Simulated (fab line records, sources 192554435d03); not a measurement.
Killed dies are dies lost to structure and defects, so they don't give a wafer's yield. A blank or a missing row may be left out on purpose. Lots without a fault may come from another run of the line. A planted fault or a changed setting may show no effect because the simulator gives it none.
Chamber matching | flow n5_finfet | N5_SDB_DESCUM_16 on rie_diel-02: 4 sister chambers
The step chemistry O2, time 7.9 s. 4 wafers are shown with their chamber, then 9 later ones without.

WAFERS WITH THEIR CHAMBER
wafer  | chamber | showerhead_plenum_p_Torr (Torr)
L087.5 | 2       | 2.05
L091.1 | 0       | 2.07
L091.2 | 1       | 2.04
L091.3 | 3       | 2.20

WAFERS WITHOUT THEIR CHAMBER
wafer  | showerhead_plenum_p_Torr (Torr)
L094.1 | 2.04
L094.2 | 2.20
L094.3 | 2.07
L094.4 | 2.04
L094.5 | 2.04
L094.6 | 2.04
L095.2 | 2.20
L095.3 | 2.07
L095.4 | 2.03

WHICH CHAMBER EACH WENT THROUGH
wafer  | from the rows above | in truth
L094.1 | 1                   | 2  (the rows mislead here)
L094.2 | 3                   | 3
L094.3 | 0                   | 0
L094.4 | 1                   | 1
L094.5 | 1                   | 1
L094.6 | 1                   | 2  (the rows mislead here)
L095.2 | 3                   | 3
L095.3 | 0                   | 0
L095.4 | 1                   | 1
Placed correctly: 7 of 9. Can't be placed from these rows: 0. Placed wrongly: 2.
How it was worked out, from the rows above alone: a wafer's distance from a chamber is the root of the sum, over the readings, of the square of ((its reading less the chamber's mean) divided by the reading's scatter). The wafer belongs to the nearest chamber; if the next one is less than 2 further off, it can't be placed. A chamber's mean is the mean of its shown wafers. The scatter: with one shown wafer a chamber, the root of the mean of the squares of how far each hidden wafer lies from its nearest shown one.
